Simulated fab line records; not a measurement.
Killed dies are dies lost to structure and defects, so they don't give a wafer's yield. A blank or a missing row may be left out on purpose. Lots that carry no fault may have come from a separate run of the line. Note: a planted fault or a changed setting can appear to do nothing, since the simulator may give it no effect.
Matching of chambers | flow nand harc | NHARC_A_CONTACT_ALD_18 on ald metal-04: 4 sister chambers
The step deposits TiN, target thk 3 nm, pulse time 1 s, ald cycles 150. 8 wafers are shown with their chamber, then 7 later ones without.

## EACH WAFER AND ITS CHAMBER
wafer  | chamber | heater power w (W) | susceptor temp C (C)
L079.5 | 2       | 1051               | 450.06
L080.2 | 3       | 1283               | 449.84
L080.5 | 1       | 1051               | 449.92
L081.2 | 1       | 1054               | 450.56
L081.3 | 3       | 1246               | 450.01
L081.6 | 2       | 1076               | 449.63
L085.1 | 0       | 1033               | 449.86
L085.5 | 0       | 1019               | 449.74

## WAFERS WITHOUT THEIR CHAMBER
wafer  | heater power w (W) | susceptor temp C (C)
L085.6 | 1019               | 450.18
L089.1 | 1034               | 450.35
L089.4 | 1248               | 450.09
L089.6 | 1046               | 450.18
L093.1 | 982                | 449.90
L093.5 | 1042               | 450.14
L093.6 | 958                | 449.74

## EACH ONE'S CHAMBER
wafer  | from the rows above          | in truth
L085.6 | can't be placed: 0 or 1 or 2 | 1
L089.1 | can't be placed: 1 or 0 or 2 | 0
L089.4 | 3                            | 3
L089.6 | can't be placed: 1 or 2 or 0 | 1
L093.1 | can't be placed: 0 or 1      | 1
L093.5 | can't be placed: 1 or 0 or 2 | 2
L093.6 | can't be placed: 0 or 1      | 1
Correct placement for 1 of the 7. These rows do not allow placing 6 (true chamber among the candidates in 6). 0 placed wrongly.
How it was worked out, from the rows above alone: a wafer's distance from a chamber is the root of the sum, over the readings, of the square of ((its reading less the chamber's mean) divided by the reading's scatter). The wafer belongs to the nearest chamber; if the next one is less than 2 further off, it can't be placed. A chamber's mean is the mean of its shown wafers. How the scatter is found: for the shown wafers, subtract from each reading the mean of its chamber, square and add these, divide the total by (wafers less chambers), then take the root.
